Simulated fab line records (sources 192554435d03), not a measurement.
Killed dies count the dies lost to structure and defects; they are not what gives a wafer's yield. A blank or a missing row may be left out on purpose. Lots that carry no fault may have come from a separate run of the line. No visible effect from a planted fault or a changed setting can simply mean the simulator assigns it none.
fab line records + flow n5-finfet
record:
- lots: 9
- wafers: 26
- last-day: 18
route steps=1938 shown GATE_CUT@493 BEOL_M4@1111 PASSIVATION@1936
lots untouched by any fault: they come from a run of this same line in which no faults occurred
start-h: hours from the record's first day to the start of the lot's first wafer shown + wait-h: hours elapsed since this lot's preceding step + " repeats the value in the row above + L1.1+2: one row covering several wafers at once + - no value, or no start was given + * or withheld: withheld + < > ~ a bound
route shown NAME@n: names a module that has steps shown in the file, with the first one's number in the route + usual: mean/standard deviation of fault-free wafers + same: alike in all rows + chamber/n: place in a boat + sites: the reading at each site + _std_site: standard deviation across them + _edge_site: outer sites' mean less inner sites' + radius-mm: how far each site lies from the wafer's centre + mask NAME#n: copy n + behind: the most recent tool/chamber to have shaped the wafer + hold: why the lot went on hold/how many hours it stayed there/how the hold came to an end + device: whichever transistor did not switch (one of n, p or np) + end of line: at the end of the route, the tests of the same wafers + a step with no rows: only its recipe + killed: the dies lost at the first sort to structure and to defects; this is not the yield of the wafer + map: the dies of a wafer, with x for killed, . for not killed, _ for no die there
set.NAME: the setting the step ran with; set.NAME@STEP: the setting that earlier step ran with + model.NAME: the simulator's own value behind a step, which no gauge read
the route's steps for a sample of lots (tables are steps, rows are wafers)
services: a tool's chamber out of use, with start hour (start-h, from the record's first day; less than 0 if before it), hours out, and reason
== steps ==
step: N5_GATE_CUT_ETCH_37
recipe:
- chemistry: N2/H2
- target: SOC
- target-depth-a: 600
- overetch-a: 120
- mask-material: SiARC
- temp-c: 40
- time-s: 90
- ion-energy-ev: 200
- pressure-mtorr: 30
- source-w: 840
- bias-w: 150
- n2-flow-sccm: 200
- h2-flow-sccm: 200
usual:
- drypump-motor-current-A: 5.9/0.73
- oes-product-au: 0.71/0.059
- rf-vpp-V: 523.8/2.1
- showerhead-plenum-p-Torr: 2.54/0.077
- throttle-valve-pct: 17.70/0.21
| lot.wafer | tool        | chamber | start-h | wait-h | drypump-motor-current-A | oes-product-au | rf-hours-counter-h | rf-vpp-V | showerhead-plenum-p-Torr | throttle-valve-pct |
|-----------|-------------|---------|---------|--------|-------------------------|----------------|--------------------|----------|--------------------------|--------------------|
| L306.3    | rie-diel-03 | 1       | 95.61   | 0.0    | 5.3                     | 0.80           | 19                 | 524.4    | 2.59                     | 17.19              |
| L306.4    | "           | 2       | "       | "      | 6.6                     | 0.70           | 150                | 521.2    | 2.43                     | 17.86              |
| L306.6    | "           | 2       | "       | "      | 6.6                     | 0.70           | -                  | 522.2    | 2.43                     | 17.86              |
| L307.3    | rie-diel-03 | 3       | 102.79  | 0.0    | 6.4                     | 0.66           | 182                | 522.4    | 2.54                     | 17.95              |
| L307.4    | "           | 0       | "       | "      | 6.4                     | 0.75           | 67                 | 524.3    | 2.58                     | 17.64              |
| L307.6    | "           | 3       | "       | "      | 6.4                     | 0.67           | -                  | 523.4    | 2.54                     | 17.93              |
| L310.1    | rie-diel-01 | 3       | 119.42  | 0.0    | 6.4                     | 0.81           | 23                 | 522.1    | 2.50                     | 17.68              |
| L310.3    | "           | 0       | "       | "      | 5.6                     | 0.72           | 103                | 523.9    | 2.56                     | 17.76              |
| L310.6    | "           | 0       | "       | "      | 5.6                     | 0.73           | -                  | 524.6    | 2.56                     | 17.76              |
| L313.1    | rie-diel-04 | 0       | 137.34  | 0.0    | 5.4                     | 0.66           | 178                | 526.2    | 2.65                     | 17.76              |
| L313.4    | "           | 3       | "       | "      | 6.8                     | 0.76           | -                  | 521.7    | 2.48                     | 17.71              |
| L313.5    | "           | 1       | "       | "      | 4.7                     | 0.68           | -                  | 527.4    | 2.67                     | 17.79              |
| L319.4    | rie-diel-04 | 3       | 176.71  | 0.0    | 6.7                     | 0.75           | 61                 | 522.3    | 2.47                     | 17.73              |
| L319.5    | "           | 1       | "       | "      | 4.7                     | 0.66           | -                  | 527.7    | 2.66                     | 17.80              |
| L322.3    | rie-diel-04 | 3       | 193.85  | 0.0    | 6.8                     | 0.74           | 66                 | 523.0    | 2.47                     | 17.74              |
| L322.5    | "           | 3       | "       | "      | 6.8                     | 0.74           | -                  | 521.5    | 2.47                     | 17.75              |
| L322.6    | "           | 2       | "       | "      | 6.5                     | 0.80           | -                  | 523.1    | 2.48                     | 17.31              |
| L324.1    | rie-diel-04 | 1       | 204.93  | 0.0    | 4.7                     | 0.66           | 166                | 527.6    | 2.66                     | 17.83              |
| L324.4    | "           | 3       | "       | "      | 6.7                     | 0.73           | 68                 | 522.9    | 2.47                     | 17.76              |
| L324.6    | "           | 0       | "       | "      | 5.4                     | 0.64           | -                  | 526.9    | 2.64                     | 17.80              |
| L325.1    | rie-diel-03 | 1       | 217.34  | 0.0    | 5.3                     | 0.75           | 53                 | 524.6    | 2.58                     | 17.25              |
| L325.3    | "           | 2       | "       | "      | 6.6                     | 0.67           | 183                | 520.3    | 2.42                     | 17.92              |
| L325.4    | "           | 0       | "       | "      | 6.4                     | 0.71           | 99                 | 524.1    | 2.56                     | 17.71              |
| L327.1    | rie-diel-01 | 1       | 225.50  | 0.0    | 4.9                     | 0.63           | 210                | 519.5    | 2.40                     | 17.90              |
| L327.5    | "           | 1       | "       | "      | 4.9                     | 0.63           | -                  | 518.7    | 2.40                     | 17.91              |
| L327.6    | "           | 2       | "       | "      | 5.2                     | 0.63           | -                  | 522.6    | 2.53                     | 17.59              |
step: N5_GATE_CUT_HM_OPEN_40
recipe:
- chemistry: C4F6/O2
- target: SiO2
- mask-material: SiARC
- target-depth-a: 1390
- time-s: 85.1
- ion-energy-ev: 250
- pressure-mtorr: 30
- source-w: 345
- bias-w: 185
- Ar_flow_sccm: 300
- C4F6_flow_sccm: 10
- O2_flow_sccm: 10
- ends: cleared
usual:
- drypump-motor-current-A: 5.9/0.73
- etch-rf-on-time-s: 95.0/2
- oes-product-au: 0.72/0.061
- rf-vpp-V: 668/17
- showerhead-plenum-p-Torr: 2.84/0.073
- throttle-valve-pct: 20.76/0.16
| lot.wafer | tool        | chamber | start-h | wait-h | drypump-motor-current-A | etch-rf-on-time-s | oes-product-au | rf-hours-counter-h | rf-vpp-V | showerhead-plenum-p-Torr | throttle-valve-pct |
|-----------|-------------|---------|---------|--------|-------------------------|-------------------|----------------|--------------------|----------|--------------------------|--------------------|
| L306.3    | rie-diel-03 | 1       | 95.69   | 0.0    | 5.4                     | 93.9              | 0.81           | 19                 | 656      | 2.91                     | 20.40              |
| L306.4    | "           | 2       | "       | "      | 6.7                     | 95.9              | 0.70           | 150                | 636      | 2.73                     | 20.94              |
| L306.6    | "           | 2       | "       | "      | 6.6                     | 95.4              | 0.70           | -                  | 637      | 2.73                     | 20.95              |
| L307.3    | rie-diel-03 | 3       | 102.87  | 0.0    | 6.4                     | 91.5              | 0.67           | 182                | 644      | 2.81                     | 20.80              |
| L307.4    | "           | 0       | "       | "      | 6.4                     | 98.4              | 0.74           | 67                 | 664      | 2.85                     | 20.57              |
| L307.6    | "           | 3       | "       | "      | 6.5                     | 92.5              | 0.67           | -                  | 644      | 2.81                     | 20.80              |
| L310.1    | rie-diel-01 | 3       | 119.50  | 0.0    | 6.4                     | 95.5              | 0.81           | 23                 | 652      | 2.80                     | 20.86              |
| L310.3    | "           | 0       | "       | "      | 5.6                     | 94.9              | 0.73           | 103                | 665      | 2.89                     | 21.02              |
| L310.6    | "           | 0       | "       | "      | 5.6                     | 94.4              | 0.73           | -                  | 665      | 2.89                     | 21.04              |
| L313.1    | rie-diel-04 | 0       | 137.43  | 0.0    | 5.4                     | 94.0              | 0.66           | 179                | 684      | 2.93                     | 20.72              |
| L313.4    | "           | 3       | "       | "      | 6.7                     | 96.6              | 0.76           | -                  | 687      | 2.78                     | 20.77              |
| L313.5    | "           | 1       | "       | "      | 4.7                     | 93.9              | 0.68           | -                  | 676      | 2.96                     | 20.73              |
| L319.4    | rie-diel-04 | 3       | 176.80  | 0.0    | 6.8                     | 96.2              | 0.76           | 61                 | 687      | 2.77                     | 20.80              |
| L319.5    | "           | 1       | "       | "      | 4.7                     | 95.4              | 0.67           | -                  | 674      | 2.95                     | 20.74              |
| L322.3    | rie-diel-04 | 3       | 193.94  | 0.0    | 6.7                     | 93.6              | 0.75           | 66                 | 687      | 2.77                     | 20.80              |
| L322.5    | "           | 3       | "       | "      | 6.8                     | 95.6              | 0.75           | -                  | 685      | 2.77                     | 20.79              |
| L322.6    | "           | 2       | "       | "      | 6.5                     | 97.1              | 0.79           | -                  | 682      | 2.79                     | 20.59              |
| L324.1    | rie-diel-04 | 1       | 205.01  | 0.0    | 4.7                     | 94.1              | 0.66           | 166                | 675      | 2.95                     | 20.77              |
| L324.4    | "           | 3       | "       | "      | 6.8                     | 96.0              | 0.74           | 69                 | 686      | 2.77                     | 20.80              |
| L324.6    | "           | 0       | "       | "      | 5.4                     | 97.7              | 0.65           | -                  | 685      | 2.92                     | 20.74              |
| L325.1    | rie-diel-03 | 1       | 217.43  | 0.0    | 5.3                     | 94.9              | 0.74           | 53                 | 654      | 2.89                     | 20.46              |
| L325.3    | "           | 2       | "       | "      | 6.7                     | 95.8              | 0.67           | 183                | 635      | 2.72                     | 21.01              |
| L325.4    | "           | 0       | "       | "      | 6.4                     | 97.9              | 0.71           | 99                 | 662      | 2.84                     | 20.61              |
| L327.1    | rie-diel-01 | 1       | 225.58  | 0.0    | 4.9                     | 95.4              | 0.62           | 210                | 675      | 2.71                     | 20.98              |
| L327.5    | "           | 1       | "       | "      | 4.9                     | 98.8              | 0.62           | -                  | 672      | 2.71                     | 20.99              |
| L327.6    | "           | 2       | "       | "      | 5.2                     | 100.2             | 0.63           | -                  | 673      | 2.85                     | 20.71              |
step: N5_GATE_CUT_CUT_ETCH_53
recipe:
- chemistry: SF6/Cl2
- target: W
- mask-material: SiO2
- target-depth-a: 792
- pressure-mtorr: 8
- icp-w: 900
- bias-w: 80
- SF6_flow_sccm: 40
- Cl2_flow_sccm: 60
- ends: cleared
usual:
- drypump-motor-current-A: 5.7/0.64
- etch-rf-on-time-s: 26.3/0.71
- oes-product-au: 0.77/0.081
- throttle-valve-pct: 28.77/0.13
| lot.wafer | tool         | chamber | start-h | wait-h | drypump-motor-current-A | etch-rf-on-time-s | oes-product-au | rf-hours-counter-h | throttle-valve-pct |
|-----------|--------------|---------|---------|--------|-------------------------|-------------------|----------------|--------------------|--------------------|
| L306.3    | rie-metal-03 | 1       | 95.94   | 0.1    | 5.7                     | 27.1              | 0.70           | -                  | 28.69              |
| L306.4    | "            | 0       | "       | "      | 6.5                     | 26.8              | 0.82           | -                  | 28.84              |
| L306.6    | "            | 1       | "       | "      | 5.7                     | 27.2              | 0.70           | -                  | 28.72              |
| L307.3    | rie-metal-03 | 1       | 103.12  | 0.1    | 5.7                     | 26.5              | 0.70           | -                  | 28.71              |
| L307.4    | "            | 0       | "       | "      | 6.5                     | 26.5              | 0.82           | -                  | 28.87              |
| L307.6    | "            | 1       | "       | "      | 5.7                     | 26.8              | 0.70           | -                  | 28.72              |
| L310.1    | rie-metal-03 | 1       | 119.73  | 0.1    | 5.7                     | 26.6              | 0.69           | 36                 | 28.71              |
| L310.3    | "            | 1       | "       | "      | 5.7                     | 26.6              | 0.69           | -                  | 28.71              |
| L310.6    | "            | 0       | "       | "      | 6.5                     | 26.4              | 0.80           | -                  | 28.85              |
| L313.1    | rie-metal-03 | 1       | 137.66  | 0.1    | 5.7                     | 27.0              | 0.69           | 37                 | 28.70              |
| L313.4    | "            | 0       | "       | "      | 6.5                     | 27.0              | 0.79           | -                  | 28.86              |
| L313.5    | "            | 0       | "       | "      | 6.5                     | 26.9              | 0.79           | -                  | 28.86              |
| L319.4    | rie-metal-03 | 0       | 177.05  | 0.1    | 6.5                     | 17.3              | 1.01           | -                  | 28.91              |
| L319.5    | "            | 0       | "       | "      | 6.4                     | 26.8              | 0.77           | -                  | 28.88              |
| L322.3    | rie-metal-03 | 0       | 194.19  | 0.1    | 6.5                     | 26.8              | 0.76           | -                  | 28.89              |
| L322.5    | "            | 0       | "       | "      | 6.5                     | 26.8              | 0.77           | -                  | 28.87              |
| L322.6    | "            | 1       | "       | "      | 5.7                     | 17.4              | 0.90           | -                  | 28.74              |
| L324.1    | rie-metal-01 | 1       | 205.25  | 0.1    | 5.9                     | 26.0              | 0.81           | 7                  | 28.52              |
| L324.4    | "            | 1       | "       | "      | 5.9                     | 26.3              | 0.81           | -                  | 28.55              |
| L324.6    | "            | 0       | "       | "      | 4.6                     | 24.8              | 0.84           | -                  | 28.84              |
| L325.1    | rie-metal-01 | 0       | 217.66  | 0.1    | 4.6                     | 25.2              | 0.84           | 10                 | 28.84              |
| L325.3    | "            | 1       | "       | "      | 5.9                     | 26.4              | 0.80           | -                  | 28.53              |
| L325.4    | "            | 0       | "       | "      | 4.6                     | 25.2              | 0.83           | -                  | 28.83              |
| L327.1    | rie-metal-01 | 0       | 225.81  | 0.1    | 4.6                     | 25.0              | 0.83           | 12                 | 28.84              |
| L327.5    | "            | 1       | "       | "      | 5.8                     | 26.4              | 0.79           | -                  | 28.54              |
| L327.6    | "            | 0       | "       | "      | 4.6                     | 25.1              | 0.83           | -                  | 28.85              |
step: N5_GATE_CUT_CMP_43
recipe:
- material: SiO2
- post-cmp-clean: rinse-only
usual:
- motor-current-A: 12.0/1.6
- slurry-flow-ml-min: 150.0/0.45
| lot.wafer | tool   | chamber | start-h | wait-h | motor-current-A | slurry-flow-ml-min |
|-----------|--------|---------|---------|--------|-----------------|--------------------|
| L306.4    | cmp-01 | 2       | 98.52   | 0.1    | 12.1            | 150.7              |
| L306.3    | "      | 0       | "       | "      | 14.1            | 149.7              |
| L306.6    | "      | 2       | "       | "      | 12.6            | 150.3              |
| L307.4    | cmp-03 | 0       | 105.36  | 0.0    | 10.5            | 151.1              |
| L307.3    | "      | 2       | "       | "      | 10.7            | 150.1              |
| L307.6    | "      | 0       | "       | "      | 10.0            | 150.2              |
| L310.1    | cmp-01 | 0       | 121.99  | 0.0    | 15.0            | 149.7              |
| L310.3    | "      | 3       | "       | "      | 11.9            | 150.4              |
| L310.6    | "      | 1       | "       | "      | 12.2            | 150.1              |
| L313.1    | cmp-01 | 1       | 140.00  | 0.1    | 12.0            | 149.8              |
| L313.4    | "      | 2       | "       | "      | 12.9            | 150.0              |
| L313.5    | "      | 1       | "       | "      | 11.6            | 150.2              |
| L319.4    | cmp-03 | 0       | 179.55  | 0.3    | 10.1            | 149.7              |
| L319.5    | "      | 1       | "       | "      | 10.1            | 150.3              |
| L322.3    | cmp-01 | 2       | 196.59  | 0.2    | 12.2            | 149.8              |
| L322.6    | "      | 0       | "       | "      | 15.0            | 151.0              |
| L322.5    | "      | 1       | "       | "      | 12.4            | 149.9              |
| L324.4    | cmp-04 | 1       | 207.69  | 0.2    | 13.0            | 150.4              |
| L324.1    | "      | 2       | "       | "      | 10.5            | 150.1              |
| L324.6    | "      | 0       | "       | "      | 9.2             | 149.9              |
| L325.1    | cmp-04 | 1       | 219.93  | 0.0    | 13.4            | 150.7              |
| L325.4    | "      | 2       | "       | "      | 10.8            | 150.3              |
| L325.3    | "      | 3       | "       | "      | 11.0            | 149.3              |
| L327.1    | cmp-01 | 3       | 228.37  | 0.2    | 12.5            | 150.5              |
| L327.6    | "      | 2       | "       | "      | 13.1            | 150.6              |
| L327.5    | "      | 3       | "       | "      | 11.2            | 150.7              |
step: N5_BEOL_M4_RC_MEAS_101
usual:
- DIBL_N: 36.3/2
- DIBL_P: 36.3/2.4
- IOFF_N: 0.16/0.034
- IOFF_P: 0.21/0.035
- ION_N: 672/12
- ION_P: 459/6.5
- SS_N: 71.6/0.67
- SS_P: 73.3/0.71
- VT_N: 250/3.5
- VT_P: -251/3
| lot.wafer | tool      | chamber | start-h | wait-h | DIBL_N[mV/V] | DIBL_P[mV/V] | IOFF_N[nA/um] | IOFF_P[nA/um] | ION_N[uA/um] | ION_P[uA/um] | SS_N[mV/dec] | SS_P[mV/dec] | VT_N[mV] | VT_P[mV] |
|-----------|-----------|---------|---------|--------|--------------|--------------|---------------|---------------|--------------|--------------|--------------|--------------|----------|----------|
| L306.3    | prober-02 | 0       | 175.68  | 0.3    | 32.6         | 31.7         | 0.10          | 0.15          | 651          | 456          | 70.0         | 72.0         | 259      | -256     |
| L306.4    | "         | 0       | "       | "      | 32.3         | 31.6         | 0.10          | 0.15          | 653          | 453          | 69.8         | 71.8         | 256      | -253     |
| L306.6    | "         | 0       | "       | "      | 32.3         | 31.5         | 0.10          | 0.15          | 664          | 456          | 70.1         | 72.1         | 257      | -254     |
| L307.3    | prober-02 | 0       | 184.97  | 0.3    | 35.0         | 34.4         | 0.14          | 0.18          | 666          | 453          | 71.1         | 73.2         | 249      | -254     |
| L307.4    | "         | 0       | "       | "      | 33.2         | 31.5         | 0.10          | 0.13          | 647          | 440          | 70.8         | 72.8         | 256      | -256     |
| L307.6    | "         | 0       | "       | "      | 33.3         | 32.3         | 0.11          | 0.15          | 650          | 452          | 70.9         | 72.7         | 256      | -253     |
| L310.1    | prober-01 | 0       | 200.49  | 0.0    | 34.8         | 35.7         | 0.14          | 0.19          | 674          | 460          | 71.6         | 72.7         | 251      | -250     |
| L310.3    | "         | 0       | "       | "      | 36.4         | 37.8         | 0.16          | 0.22          | 675          | 467          | 71.6         | 73.9         | 249      | -249     |
| L310.6    | "         | 0       | "       | "      | 36.4         | 36.9         | 0.17          | 0.21          | 680          | 458          | 70.6         | 73.1         | 247      | -251     |
| L313.1    | prober-02 | 0       | 242.48  | 0.0    | 36.2         | 34.9         | 0.14          | 0.16          | 668          | 452          | 71.8         | 73.0         | 253      | -257     |
| L313.4    | "         | 0       | "       | "      | 40.1         | 40.8         | 0.23          | 0.26          | 681          | 462          | 72.4         | 73.9         | 245      | -251     |
| L313.5    | "         | 0       | "       | "      | 39.7         | 37.9         | 0.20          | 0.21          | 677          | 453          | 73.6         | 73.3         | 252      | -252     |
| L319.4    | prober-01 | 0       | 286.85  | 0.5    | 33.0         | 33.7         | 0.12          | 0.18          | 658          | 457          | 71.0         | 72.3         | 253      | -250     |
| L319.5    | "         | 0       | "       | "      | 36.1         | 36.9         | 0.17          | 0.23          | 656          | 454          | 71.5         | 73.2         | 250      | -248     |
| L324.1    | prober-02 | 0       | 296.20  | 0.0    | 36.1         | 35.6         | 0.18          | 0.19          | 695          | 465          | 71.7         | 73.0         | 246      | -253     |
| L324.4    | "         | 0       | "       | "      | 35.3         | 35.6         | 0.17          | 0.19          | 681          | 459          | 71.2         | 72.9         | 247      | -252     |
| L324.6    | "         | 0       | "       | "      | 33.6         | 32.8         | 0.13          | 0.15          | 672          | 451          | 71.2         | 72.8         | 252      | -256     |
| L325.1    | prober-01 | 0       | 317.86  | 0.0    | 37.9         | 38.8         | 0.20          | 0.25          | 699          | 473          | 72.3         | 74.4         | 245      | -248     |
| L325.3    | "         | 0       | "       | "      | 37.1         | 37.0         | 0.18          | 0.22          | 679          | 463          | 71.9         | 73.8         | 246      | -249     |
| L325.4    | "         | 0       | "       | "      | 40.2         | 40.1         | 0.24          | 0.28          | 693          | 469          | 72.8         | 74.6         | 243      | -250     |
| L322.3    | prober-02 | 0       | 319.02  | 0.3    | 37.0         | 38.8         | 0.20          | 0.25          | 682          | 462          | 71.8         | 74.3         | 247      | -248     |
| L322.5    | "         | 0       | "       | "      | 34.8         | 34.8         | 0.15          | 0.19          | 666          | 454          | 71.2         | 74.1         | 249      | -252     |
| L322.6    | "         | 0       | "       | "      | 38.7         | 38.5         | 0.24          | 0.24          | 676          | 458          | 72.4         | 74.0         | 244      | -249     |
| L327.1    | prober-01 | 0       | 326.38  | 0.0    | 36.8         | 37.1         | 0.19          | 0.22          | 680          | 459          | 71.8         | 73.0         | 248      | -249     |
| L327.5    | "         | 0       | "       | "      | 37.2         | 37.9         | 0.20          | 0.24          | 679          | 459          | 72.0         | 73.4         | 246      | -248     |
| L327.6    | "         | 0       | "       | "      | 36.1         | 36.1         | 0.18          | 0.21          | 684          | 462          | 72.0         | 72.6         | 245      | -251     |
step: N5_PASSIVATION_PROBE_49
usual:
- defect-limited-yield: 91.4/1.5
- killed_at_M0_to_M3: 33/11
- killed_at_M4_up: 14/5.3
- killed-at-contacts: 13/6.2
- killed-at-front-end: 39/13
- killed-at-other: 3.1/2.8
- killed-dies: 102/17
- killed-on-rim: 13/3.8
- killed-open: 68/13
- killed-short: 32/7.8
- sort_bin_4_leakage: 0.00/0.007
- sort_bin_5_function: 5.1/0.95
- sort_bin_6_memory: 3.2/0.7
- sort_bin_8_speed: 0.02/0.16
- sort-n-pass: 1078/18
- sort-yield-pct: 91.3/1.5
same:
- gross-dies: 1180
- killed-at-back-side: 0
| lot.wafer | tool      | chamber | start-h | wait-h | defect-limited-yield[%] | killed_at_M0_to_M3 | killed_at_M4_up | killed-at-contacts | killed-at-front-end | killed-at-other | killed-dies | killed-on-rim | killed-open | killed-short | sort_bin_4_leakage[%] | sort_bin_5_function[%] | sort_bin_6_memory[%] | sort_bin_8_speed[%] | sort-n-pass | sort-yield-pct[%] |
|-----------|-----------|---------|---------|--------|-------------------------|--------------------|-----------------|--------------------|---------------------|-----------------|-------------|---------------|-------------|--------------|-----------------------|------------------------|----------------------|---------------------|-------------|-------------------|
| L310.1    | prober-01 | -       | 336.63  | 0.3    | 91.4                    | 30                 | 23              | 5                  | 41                  | 2               | 101         | 17            | 67          | 34           | 0                     | 5.0                    | 3.4                  | 0                   | 1079        | 91.4              |
| L310.3    | prober-01 | -       | 336.73  | 0.4    | 90.6                    | 31                 | 16              | 8                  | 55                  | 1               | 111         | 19            | 68          | 38           | 0                     | 5.8                    | 3.1                  | 0                   | 1069        | 90.6              |
| L310.6    | prober-01 | -       | 336.88  | 0.5    | 90.8                    | 35                 | 19              | 12                 | 41                  | 2               | 109         | 13            | 77          | 32           | 0                     | 4.9                    | 4.2                  | 0                   | 1071        | 90.8              |
| L319.4    | prober-02 | -       | 388.78  | 0.2    | 89.8                    | 29                 | 8               | 20                 | 53                  | 10              | 120         | 16            | 75          | 42           | 0                     | 5.4                    | 4.4                  | 0                   | 1060        | 89.8              |
| L319.5    | prober-02 | -       | 388.83  | 0.2    | 92.1                    | 25                 | 11              | 18                 | 36                  | 3               | 93          | 14            | 53          | 40           | 0                     | 4.7                    | 3.0                  | 0                   | 1087        | 92.1              |
| L325.1    | prober-01 | -       | 427.37  | 0.0    | 92.3                    | 19                 | 20              | 11                 | 34                  | 7               | 91          | 7             | 64          | 26           | 0                     | 4.7                    | 2.8                  | 0                   | 1089        | 92.3              |
| L325.3    | prober-01 | -       | 427.47  | 0.1    | 94.6                    | 21                 | 12              | 7                  | 20                  | 4               | 64          | 12            | 40          | 24           | 0                     | 3.6                    | 1.4                  | 0                   | 1116        | 94.6              |
| L325.4    | prober-01 | -       | 427.52  | 0.2    | 92.5                    | 19                 | 17              | 10                 | 39                  | 3               | 88          | 9             | 56          | 32           | 0                     | 3.6                    | 3.1                  | 0                   | 1092        | 92.5              |
| L327.1    | prober-02 | -       | 434.71  | 0.1    | 91.3                    | 27                 | 10              | 23                 | 39                  | 4               | 103         | 15            | 74          | 29           | 0                     | 4.7                    | 3.8                  | 0                   | 1077        | 91.3              |
| L327.5    | prober-02 | -       | 434.91  | 0.3    | 92.9                    | 16                 | 26              | 9                  | 33                  | 0               | 84          | 10            | 60          | 23           | 0                     | 4.0                    | 2.7                  | 0                   | 1096        | 92.9              |
| L327.6    | prober-02 | -       | 434.96  | 0.4    | 89.2                    | 16                 | 22              | 30                 | 55                  | 4               | 127         | 17            | 93          | 32           | 0                     | 7.2                    | 3.1                  | 0                   | 1053        | 89.2              |
killed by level:class
L310.1 FIN_SAQP:geometric-particle:open=16 BEOL_M3:geometric-particle:open=11 BEOL_M4:geometric-particle:open=10 FIN_SAQP:geometric-particle:short=9 BEOL_M0_SAQP:geometric-particle:short=8 MOL_CONTACT_COAG:geometric-particle:open=5 BEOL_M8:geometric-particle:open=5 BEOL_M0_SAQP:geometric-particle:open=3
L310.3 FIN_SAQP:geometric-particle:open=17 STI_FIN_REVEAL:geometric-particle:open=8 BEOL_M0_SAQP:geometric-particle:short=8 FIN_SAQP:geometric-particle:short=7 BEOL_M0_SAQP:geometric-particle:open=7 DUMMY_GATE:geometric-particle:open=6 MOL_CONTACT_COAG:geometric-particle:open=5 BEOL_M1:geometric-particle:short=5
L310.6 BEOL_M4:geometric-particle:open=13 FIN_SAQP:geometric-particle:open=10 DUMMY_GATE:geometric-particle:open=8 MOL_CONTACT_COAG:geometric-particle:open=8 BEOL_M2:geometric-particle:open=8 FIN_SAQP:geometric-particle:short=7 BEOL_M0_SAQP:geometric-particle:open=7 BEOL_M3:geometric-particle:open=7
L319.4 MOL_CONTACT_COAG:geometric-particle:open=18 STI_FIN_REVEAL:geometric-particle:open=14 FIN_SAQP:geometric-particle:short=11 BEOL_M2:geometric-particle:open=9 FIN_SAQP:geometric-particle:open=7 BEOL_M0_SAQP:geometric-particle:short=6 GATE_CUT:geometric-particle:short=5 STARTING-WAFER:geometric-particle:short=5
L319.5 MOL_CONTACT_COAG:geometric-particle:open=15 BEOL_M2:geometric-particle:open=10 FIN_SAQP:geometric-particle:short=9 FIN_SAQP:geometric-particle:open=7 GATE_CUT:geometric-particle:short=7 BEOL_M4:geometric-particle:short=5 BEOL_M0_SAQP:geometric-particle:short=4 MOL_CONTACT_COAG:geometric-particle:short=3
L325.1 MOL_CONTACT_COAG:geometric-particle:open=10 BEOL_M4:geometric-particle:open=10 GATE_CUT:geometric-particle:short=8 FIN_SAQP:geometric-particle:open=7 BEOL_M0_SAQP:geometric-particle:open=6 FIN_SAQP:geometric-particle:short=4 GATE_CUT:geometric-particle:open=4 BEOL_M0_SAQP:geometric-particle:short=4
L325.3 BEOL_M2:geometric-particle:open=7 MOL_CONTACT_COAG:geometric-particle:open=6 GATE_CUT:geometric-particle:open=5 BEOL_M4:geometric-particle:open=5 GATE_CUT:geometric-particle:short=4 FIN_SAQP:geometric-particle:short=3 FIN_SAQP:geometric-particle:open=3 STI_FIN_REVEAL:geometric-particle:short=3
L325.4 BEOL_M4:geometric-particle:open=9 FIN_SAQP:geometric-particle:short=8 FIN_SAQP:geometric-particle:open=7 MOL_CONTACT_COAG:geometric-particle:open=6 BEOL_M2:geometric-particle:open=6 STI_FIN_REVEAL:geometric-particle:open=5 GATE_CUT:geometric-particle:open=5 BEOL_M0_SAQP:geometric-particle:short=5
L327.1 MOL_CONTACT_COAG:geometric-particle:open=19 BEOL_M1:geometric-particle:open=12 FIN_SAQP:geometric-particle:open=6 GATE_CUT:geometric-particle:short=6 STI_FIN_REVEAL:geometric-particle:open=5 ILD0:geometric-particle:open=5 GATE_CUT:geometric-particle:open=4 MOL_CONTACT_COAG:geometric-particle:short=4
L327.5 BEOL_M5:geometric-particle:open=11 STI_FIN_REVEAL:geometric-particle:open=9 FIN_SAQP:geometric-particle:open=6 MOL_CONTACT_COAG:geometric-particle:open=6 BEOL_M4:geometric-particle:open=5 BEOL_M2:geometric-particle:open=4 ILD0:geometric-particle:open=4 GATE_CUT:geometric-particle:open=4
L327.6 MOL_CONTACT_COAG:geometric-particle:open=22 STI_FIN_REVEAL:geometric-particle:open=19 FIN_SAQP:geometric-particle:open=9 MOL_CONTACT_COAG:geometric-particle:short=8 BEOL_M1:geometric-particle:open=8 BEOL_M5:geometric-particle:open=7 BEOL_M4:geometric-particle:open=6 STI_FIN_REVEAL:geometric-particle:short=5
== services ==
| tool         | chamber | start-h | hours | kind                           |
|--------------|---------|---------|-------|--------------------------------|
| cmp-03       | -       | 78.30   | 0.3   | repair                         |
| rie-diel-03  | 0       | 79.78   | 8.1   | repair                         |
| cmp-03       | -       | 91.87   | 5.3   | pm                             |
| rie-metal-01 | 0       | 96.01   | 12.8  | repair                         |
| rie-diel-04  | 2       | 118.16  | -     | clean                          |
| rie-diel-04  | 2       | 118.16  | -     | consumable-replace:focus-ring  |
| rie-diel-04  | 2       | 118.16  | 20.2  | scheduled-down                 |
| rie-diel-04  | 2       | 118.16  | 20.2  | vent-cycle                     |
| rie-diel-01  | 1       | 136.98  | 6.2   | repair                         |
| cmp-01       | -       | 146.36  | 4.0   | pm                             |
| cmp-03       | -       | 147.29  | 3.1   | repair                         |
| cmp-01       | -       | 150.36  | -     | consumable-replace:conditioner |
| rie-diel-04  | 3       | 157.82  | 7.7   | repair                         |
| rie-diel-01  | 3       | 159.74  | 5.1   | repair                         |
| rie-diel-04  | 0       | 164.51  | 10.8  | repair                         |
| cmp-01       | -       | 173.90  | 7.2   | repair                         |
| cmp-03       | -       | 184.75  | 1.7   | repair                         |
| cmp-01       | -       | 187.32  | 1.9   | repair                         |
| cmp-03       | -       | 191.84  | 4.0   | pm                             |
| rie-diel-01  | 0       | 192.03  | 15.2  | repair                         |
| rie-diel-01  | 3       | 199.51  | 13.7  | repair                         |
| rie-diel-01  | 1       | 203.97  | 4.9   | repair                         |
| cmp-03       | -       | 205.24  | 4.4   | pm                             |
| cmp-01       | -       | 213.33  | 1.3   | repair                         |
== key ==
first-sign:
- step: N5_GATE_CUT_CUT_ETCH_53
- reading: etch-rf-on-time-s
- direction: down
- sigmas: 13
- usual: *
- struck: *
effect none on later readings
met-at N5_GATE_CUT_CUT_ETCH_53
struck-lots L319,L322
struck-wafers L319.4,L322.6
not-acting-at N5_GATE_CUT_ETCH_37,N5_GATE_CUT_HM_OPEN_40,N5_GATE_CUT_CMP_43
onset-between 137.66 177.05
fault:
- kind: process-parameter-drift
- tool: rie-metal-03
- chamber: -
- onset-h: 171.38
- steps: N5_GATE_CUT_CUT_ETCH_53
- channel: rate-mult
- offset: 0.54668
- shape: step
- end-h: 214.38
- scope: struck-wafers-only
